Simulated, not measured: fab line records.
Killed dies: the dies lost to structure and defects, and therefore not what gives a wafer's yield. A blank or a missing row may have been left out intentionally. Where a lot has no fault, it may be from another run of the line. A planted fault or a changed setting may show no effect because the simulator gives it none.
Matching of chambers | flow n5_finfet | N5_BEOL_M2_ETCH_77 on rie_diel-06 has 4 sister chambers
The step etches underlayer in N2/H2, target depth 6.5 nm, time 5.2 s. 4 wafers are shown with their chamber, then 7 later ones without.

== EACH WAFER AND ITS CHAMBER ==
wafer  | chamber | showerhead_plenum_p_Torr (Torr)
L082.6 | 3       | 2.64
L083.3 | 0       | 2.65
L087.3 | 1       | 2.50
L087.5 | 2       | 2.50

== WAFERS WHOSE CHAMBER IS MISSING ==
wafer  | showerhead_plenum_p_Torr (Torr)
L087.6 | 2.63
L088.1 | 2.49
L088.3 | 2.63
L088.4 | 2.65
L096.2 | 2.64
L096.4 | 2.63
L096.6 | 2.49

== CHAMBER TAKEN BY EACH ==
wafer  | from the rows above     | in truth
L087.6 | can't be placed: 3 or 0 | 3
L088.1 | can't be placed: 1 or 2 | 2
L088.3 | can't be placed: 3 or 0 | 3
L088.4 | can't be placed: 0 or 3 | 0
L096.2 | can't be placed: 3 or 0 | 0
L096.4 | can't be placed: 3 or 0 | 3
L096.6 | can't be placed: 1 or 2 | 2
Correct placement for 0 of the 7. These rows do not allow placing 7 (true chamber among the candidates in 7). 0 placed wrongly.
How it was worked out, from the rows above alone: a wafer's distance from a chamber is the root of the sum, over the readings, of the square of ((its reading less the chamber's mean) divided by the reading's scatter). If the next closest chamber is less than 2 further off than the closest, the wafer can't be placed; otherwise it belongs to the closest. Each chamber's mean is taken over the wafers shown for it. The scatter (one wafer shown for each chamber): square how far every hidden wafer sits from the nearest shown wafer, average those squares and take the square root.
